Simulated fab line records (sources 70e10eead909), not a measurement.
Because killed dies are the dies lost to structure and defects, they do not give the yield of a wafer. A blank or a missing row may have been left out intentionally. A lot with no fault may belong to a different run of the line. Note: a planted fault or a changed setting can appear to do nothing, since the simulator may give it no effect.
Struck lot and sound lot, side by side	flow nand harc	40 out of 1159 route steps
Sound: wafers L211.1, L211.3, L211.4. Struck: wafers L216.1, L216.6 (left out: L216.5, a lot-mate that was not struck); the cause follows at the end.
Order at every step that has rows: each side's tool, ch and its chambers, its first start. Under that, the readings that differ: sound wafers	struck wafers	difference of the means	sigmas: that difference in standard deviations of wafers without a fault.
alike: same words and numbers on both sides, and readings whose means sit less than 2 such deviations apart. not compared: any withheld reading, any reading some wafer has no value for, any bound like >300 that may hide the same value, and any number with overlapping values for which the record gives no deviation.
The two part at a step that has a row with sigmas, a row that says differs or no value, or rows on one side only. Non-overlapping numbers with no deviation appear without sigmas and do not part them. Lack of a reading on every wafer of one side parts them only where that side has two or more wafers.

NHARC_P_CONTACT_CD_MEAS_19:
  sound on cd sem-02, day 6 04:14; struck on cd sem-02, day 7 16:42
  alike: cd nm
then, 9 steps without rows for these wafers: NHARC_P_CONTACT_STRIP_28 (strips in O2); NHARC_P_CONTACT_STRIP_29 (strips in post etch residue remover, time 1200 s); NHARC_P_CONTACT_DEGAS_38 (time 60 s); NHARC_P_CONTACT_PRE_CLEAN_39 (time 19.5 s); NHARC_P_CONTACT_PVD_32 (deposits Ti, target thk 5 nm, time 17.7 s); NHARC_P_CONTACT_ALD_22 (deposits TiN, target thk 3 nm, pulse time 1 s, ald cycles 150); NHARC_P_CONTACT_CVD_23 (deposits W, target thk 200 nm, time 557 s); NHARC_P_CONTACT_CMP_24 (polishes, t overpolish 30 s, target thk 200 nm); NHARC_P_CONTACT_SRD_26.
NHARC_P_CONTACT_INSPECT_27:
  sound on defect inspect-02, day 6 11:47; struck on defect inspect-02, day 7 18:58
  alike: raw defect count
NHARC_P_M0_DEP_00: deposits SiOC, target thk 150 nm.
  sound on pecvd-02 ch 0,1, day 6 11:51; struck on pecvd-03 ch 0, day 7 19:06
  alike: chamber pressure Torr
then, 9 steps without rows for these wafers: NHARC_P_M0_DEHYDRATE_01 (time 120 s); NHARC_P_M0_HMDS_02 (time 30 s); NHARC_P_M0_COAT_33 (time 65 s); NHARC_P_M0_COAT_03 (resist thk 90 nm); NHARC_P_M0_SOFTBAKE_04 (time 55 s); NHARC_P_M0_EBR_05; NHARC_P_M0_EXPOSE_06 (exposes mask P M0, target cd 90 nm); NHARC_P_M0_PEB_07 (peb time 65 s); NHARC_P_M0_DEVELOP_08 (develop time 35 s).
NHARC_P_M0_CD_MEAS_09: target cd 90 nm.
  sound on cd sem-03 ch 0, day 6 12:42; struck on cd sem-03 ch 0, day 7 19:49
  alike: cd nm
NHARC_P_M0_OVL_MEAS_10: pitch 180 nm.
  sound on overlay-02, day 6 12:47; struck on overlay-01, day 7 19:54
reading	sound	struck	difference	sigmas
overlay y nm (nm)	0.4 0.7 0.2	-1.6 -0.9	-1.7	-3
  alike: overlay x nm
NHARC_P_M0_INSPECT_11:
  sound on defect inspect-02, day 6 12:49; struck on defect inspect-02, day 7 19:56
reading	sound	struck	difference	sigmas
raw defect count	6 4 10	2 1	-5	-2
then, 2 steps without rows for these wafers: NHARC_P_M0_DESCUM_14 (chemistry O2, time 3 s); NHARC_P_M0_ETCH_34 (etches the open film in N2/H2, target depth 40 nm, overetch 12 nm, time 43.94 s).
NHARC_P_M0_ETCH_15: etches the open film in C4F8/Ar, target depth 150 nm, overetch 15 nm, time 82.5 s.
  sound on rie diel-07 ch 0,1,2; struck on rie diel-12 ch 2,3
  alike: bias w, oes product au, rf vpp V
  not compared: rf hours counter h
NHARC_P_M0_CD_MEAS_16:
  sound on cd sem-03, day 6 13:11; struck on cd sem-02, day 7 20:18
  alike: cd nm
then, 2 steps without rows for these wafers: NHARC_P_M0_STRIP_18 (strips in N2/H2); NHARC_P_M0_STRIP_19 (strips in post etch residue remover, time 600 s).
NHARC_P_M0_DEGAS_28: time 60 s.
  sound on pvd sputter-01, day 6 13:48; struck on pvd sputter-03, day 7 21:01
  alike: heater power w
then, 2 steps without rows for these wafers: NHARC_P_M0_PRE_CLEAN_29 (time 30 s); NHARC_P_M0_PVD_20 (deposits TaN, target thk 5 nm, time 8.06 s).
NHARC_P_M0_PVD_21: deposits Cu, target thk 30 nm, time 20.49 s.
  sound on pvd sputter-01; struck on pvd sputter-03
  alike: throttle valve pct
then, 1 step without rows for these wafers: NHARC_P_M0_ECD_22 (material Cu, target thk 400 nm).
NHARC_P_M0_ANNEAL_30: time 90 s.
  sound on rtp anneal-02 ch 0, day 6 14:32; struck on rtp anneal-01 ch 0, day 7 21:57
reading	sound	struck	difference	sigmas
anneal temp c max	226.44 226.43 226.29	225.85 225.95	-0.49	-2
  alike: wafer_temp_C_max
NHARC_P_M0_CMP_23: polishes, t overpolish 20 s, target thk 117.53 nm.
  sound on cmp-01 ch 1,2,3, day 6 14:53; struck on cmp-02 ch 1,2, day 7 22:23
  alike: motor current A, slurry flow ml min, time to endpoint s
then, 1 step without rows for these wafers: NHARC_P_M0_SRD_25.
NHARC_P_M0_INSPECT_27:
  sound on defect inspect-01, day 6 15:21; struck on defect inspect-02, day 7 22:47
  alike: raw defect count
-- jump in the record: it breaks off in module P_M0 and resumes in module END (first step shown: number 1159 of the route), and 14 days separate the struck wafers' starts before and after --
NHARC_END_SORT_01:
  sound on prober-02 ch 0, day 19 18:25; struck on prober-01 ch 0, day 21 14:02
reading	sound	struck	difference	sigmas
defect limited yield (%)	95.0 96.0 95.6	0 0	-96	-68
killed at periphery	3 1 5	656 670	+660	+99 or more
killed dies	34 27 30	677 677	+647	+67
sort_bin_2_pct (%)	1.6 1.3 1.0	97.5 99.1	+97.0	+99 or more
sort n pass	643 650 647	0 0	-647	-67
sort rim yield pct (%)	97.2 99.1 92.5	0 0	-96	-32
sort yield pct (%)	95.0 96.0 95.6	0 0	-96	-68
  alike: killed at array, killed at other, killed open, killed short, sort_bin_3_pct, sort_bin_4_pct

== WHERE THEY PART ==
Last at NHARC_END_SORT_01 as far as this record goes, first at NHARC_P_M0_OVL_MEAS_10.

WHY: the cause the simulator had injected
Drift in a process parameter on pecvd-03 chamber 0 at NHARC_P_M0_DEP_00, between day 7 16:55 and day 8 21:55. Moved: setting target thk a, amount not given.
